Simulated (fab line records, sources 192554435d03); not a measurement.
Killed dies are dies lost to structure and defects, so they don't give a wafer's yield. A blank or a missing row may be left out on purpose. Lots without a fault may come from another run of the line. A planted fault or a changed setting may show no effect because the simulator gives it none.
Chamber matching | flow n5_finfet | N5_BEOL_M11_DEP_56 on pecvd-04: 3 sister chambers
The step deposits SiCN from 3MS/NH3, target thk 30 nm, time 10.5 s. 6 wafers are shown with their chamber, then 9 later ones without.

WAFERS WITH THEIR CHAMBER
wafer  | chamber | throttle_valve_pct (%) | showerhead_vpp_V (V)
L085.6 | 2       | 17.8                   | 1597
L080.2 | 0       | 17.1                   | 1591
L080.4 | 1       | 20.0                   | 1774
L087.3 | 1       | 19.9                   | 1747
L087.5 | 0       | 16.8                   | 1549
L087.6 | 2       | 17.8                   | 1576

WAFERS WITHOUT THEIR CHAMBER
wafer  | throttle_valve_pct (%) | showerhead_vpp_V (V)
L090.1 | 17.0                   | 1609
L090.4 | 17.8                   | 1603
L090.6 | 19.9                   | 1770
L091.1 | 19.9                   | 1762
L091.3 | 17.9                   | 1593
L091.5 | 18.0                   | 1593
L093.2 | 17.7                   | 1567
L093.3 | 17.1                   | 1583
L093.4 | 17.9                   | 1553

WHICH CHAMBER EACH WENT THROUGH
wafer  | from the rows above | in truth
L090.1 | 0                   | 0
L090.4 | 2                   | 2
L090.6 | 1                   | 1
L091.1 | 1                   | 1
L091.3 | 2                   | 2
L091.5 | 2                   | 2
L093.2 | 2                   | 2
L093.3 | 0                   | 0
L093.4 | 2                   | 2
Placed correctly: 9 of 9. Can't be placed from these rows: 0. Placed wrongly: 0.
How it was worked out, from the rows above alone: a wafer's distance from a chamber is the root of the sum, over the readings, of the square of ((its reading less the chamber's mean) divided by the reading's scatter). The wafer belongs to the nearest chamber; if the next one is less than 2 further off, it can't be placed. A chamber's mean is the mean of its shown wafers. The scatter: the root of (the sum of the squares of (reading less its chamber's mean) over the shown wafers, divided by (wafers less chambers)).
